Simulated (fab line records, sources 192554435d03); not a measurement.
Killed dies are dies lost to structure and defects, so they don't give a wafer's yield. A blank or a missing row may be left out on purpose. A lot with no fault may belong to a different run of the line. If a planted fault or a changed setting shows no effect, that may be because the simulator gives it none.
Matching of chambers ; flow n5Finfet ; 4 sister chambers for N5_BEOL_M1_ETCH_70 on rieDiel-06
The step etches SOC in N2/H2, target depth 80 nm, overetch 16 nm, time 120 s. 16 wafers are shown with their chamber, then 8 later ones without.

WAFERS, EACH WITH ITS CHAMBER
wafer;chamber;drypumpMotorCurrentA (A);showerheadPlenumPTorr (Torr);throttleValvePct (%)
L074.4;1;6.6;2.69;17.76
L074.5;2;5.7;2.53;17.63
L074.6;3;5.9;2.48;17.50
L076.1;2;5.7;2.52;17.65
L076.3;2;5.6;2.52;17.65
L076.5;3;5.9;2.48;17.49
L078.1;0;5.8;2.49;17.39
L078.3;3;5.9;2.48;17.51
L078.5;0;5.8;2.49;17.39
L086.1;1;6.6;2.68;17.77
L086.2;0;5.8;2.49;17.41
L086.6;1;6.6;2.68;17.81
L090.3;2;5.7;2.51;17.68
L090.4;3;5.9;2.47;17.58
L090.6;1;6.6;2.68;17.80
L091.1;2;5.7;2.51;17.69

SIGNATURES (means of the wafers above)
reading;chamber 0;chamber 1;chamber 2;chamber 3;scatter within a chamber
drypumpMotorCurrentA;5.800;6.600;5.680;5.900;0.0258
showerheadPlenumPTorr;2.4900;2.6825;2.5180;2.4775;0.00599
throttleValvePct;17.3967;17.7850;17.6600;17.5200;0.0279
Rule: a wafer's distance from a chamber is the root of the sum, over the readings, of the square of ((its reading less the chamber's mean) divided by the reading's scatter). If the next closest chamber is less than 2 further off than the closest, the wafer can't be placed; otherwise it belongs to the closest. The scatter: the root of (the sum of the squares of (reading less its chamber's mean) over the shown wafers, divided by (wafers less chambers)).

WAFERS WHOSE CHAMBER IS MISSING
wafer;drypumpMotorCurrentA (A);showerheadPlenumPTorr (Torr);throttleValvePct (%)
L091.2;6.7;2.68;17.81
L091.6;5.8;2.48;17.46
L094.1;5.7;2.51;17.69
L094.4;5.9;2.46;17.58
L094.6;6.6;2.68;17.82
L096.3;5.9;2.46;17.58
L096.4;5.8;2.48;17.45
L096.6;5.8;2.48;17.47

CHAMBER TAKEN BY EACH
wafer;from the rows above;in truth
L091.2;1;1
L091.6;can't be placed: 0 or 3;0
L094.1;2;2
L094.4;3;3
L094.6;1;1
L096.3;3;3
L096.4;0;0
L096.6;can't be placed: 0 or 3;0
Correct placement for 6 of the 8. Can't be placed from these rows: 2 (the true chamber is among the candidates in 2). Wrongly placed: 0.
